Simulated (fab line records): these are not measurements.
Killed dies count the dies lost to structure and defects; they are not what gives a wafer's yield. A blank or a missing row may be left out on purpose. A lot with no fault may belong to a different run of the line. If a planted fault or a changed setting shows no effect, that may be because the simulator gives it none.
8D (eight disciplines) problem report, filled in by code    flow nand_harc    the parts of the form that need people (team, actions taken, sign-off) are left out

== 1. WHAT WENT WRONG ==
On 2 wafers of 1 lot, killed_at_periphery at NHARC_END_SORT_01 has a mean of 650.5; fault-free wafers read 2.8, standard deviation 2.2. So: +99 or more standard deviations from the usual mean.
First seen on wafer L785.3, day 21 18:07, on prober-02. The record has a number at this step for 32 wafers belonging to 11 lots. The rule behind "out" and "out of limits": a value lying over 4 standard deviations away from the usual mean. Any other wafer with a number is counted as sound.

== 2. WHAT IT IS AND WHAT IT IS NOT ==
question                     is                                                                                                                       is not
which readings at this step  killed_at_periphery, defect_limited_yield, killed_dies, sort_bin_2_pct, sort_n_pass, sort_rim_yield_pct, sort_yield_pct  killed_at_array, killed_at_other, killed_open, killed_short, sort_bin_3_pct, sort_bin_4_pct
which lots                   L785                                                                                                                     L776, L777, L778, L779, L782, L783, L796, L797, L798, L799
which wafers of those lots   L785.3, L785.4                                                                                                           L785.5
read on which gauges         prober-02                                                                                                                prober-01
when                         from day 21 18:07                                                                                                        up to then (17 sound wafers); but 13 sound wafers of L785, L796, L797, L798, L799 came after

== 3. WHAT RULES OUT EACH SUSPECT ==
Counting: if a tool at a process step up to the reading ran every lot that is out, it stays a suspect. Sound lots after the first of them don't rule it out here, since some wafers of a struck lot are sound.
- the gauge at NHARC_END_SORT_01: kept. All the wafers that are out were read on prober-02, and no step on other tools shows them out.
- cmp-04 at NHARC_P_M2_CMP_23 (polishes, t overpolish 20 s, target thk 144.3 nm): kept. It ran the lot that is out, L785 (day 8 09:29).
- rie_diel-13 at NHARC_P_BONDPAD_ETCH_12 (etches the open film in CHF3/O2, target depth 200 nm, time 100 s): kept. The lot that is out, L785, ran on it at day 8 12:08; the last sound lot it ran before that was L783, at day 8 01:47.
- pvd_sputter-03 at NHARC_P_BONDPAD_PRE_CLEAN_26 (time 30 s): kept. The lot that is out, L785, ran on it at day 21 18:07; the last sound lot it ran before that was L777, at day 20 05:53. With no start given for some of its lots, NHARC_P_BONDPAD_PRE_CLEAN_26 uses the hours and lot order of NHARC_END_SORT_01.
- Within rie_diel-13 at NHARC_P_BONDPAD_ETCH_12: the wafers that are out ran in chambers 0, 1; their sound lot-mates ran in chamber 3.
Left after counting: cmp-04 at NHARC_P_M2_CMP_23, rie_diel-13 at NHARC_P_BONDPAD_ETCH_12, pvd_sputter-03 at NHARC_P_BONDPAD_PRE_CLEAN_26, prober-02 at NHARC_END_SORT_01.

== 4. THE CAUSE (what the simulator had put in) ==
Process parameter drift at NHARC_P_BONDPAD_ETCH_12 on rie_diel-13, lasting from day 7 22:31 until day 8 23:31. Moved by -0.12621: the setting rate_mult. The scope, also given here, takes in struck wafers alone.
Counting leaves 4 suspects; this tool is one of them.

== 5. THE CHAIN OF EFFECTS, in route order ==
Rows list readings where the struck wafers' mean (over those with a number) sits beyond 3 standard deviations from the usual. Only readings whose record carries a usual standard deviation are examined. hours: median over the lots of the time between each lot's start at the first step of this table that gives one and its start at this step. sigmas: the change, counted in usual standard deviations.
hours  step                     reading               usual       on struck wafers  change  sigmas
0      NHARC_P_BONDPAD_ETCH_12  oes_product_au        0.935 a.u.  0.849             -0.086  -4.1
318    NHARC_END_SORT_01        defect_limited_yield  95.7 %      0.9               -94.8   -63
318    NHARC_END_SORT_01        killed_at_periphery   2.8         650.5             +647.7  +99 or more
318    NHARC_END_SORT_01        killed_dies           29          671               +642    +65
318    NHARC_END_SORT_01        sort_bin_2_pct        1.3 %       97.2              +95.9   +99 or more
318    NHARC_END_SORT_01        sort_n_pass           648         6                 -642    -65
318    NHARC_END_SORT_01        sort_rim_yield_pct    95 %        4                 -92     -26
318    NHARC_END_SORT_01        sort_yield_pct        95.7 %      0.9               -94.8   -63
Process steps it contains:
- NHARC_P_BONDPAD_ETCH_12: etches the open film in CHF3/O2, target depth 200 nm, time 100 s.

== 6. WHAT WOULD HAVE CAUGHT IT SOONER ==
In this record the first reading out of limits at a measuring or inspecting step was taken at day 21 18:07, 332 hours after the fault began at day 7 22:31.
The tool's own readings at NHARC_P_BONDPAD_ETCH_12 were out on some of the struck wafers (oes_product_au): an alarm limit on them would have fired on those.
By day 21 18:07, every lot that is out (1) had started NHARC_P_BONDPAD_ETCH_12 on rie_diel-13. Had the tool been put on hold then, not one of them would have been saved.
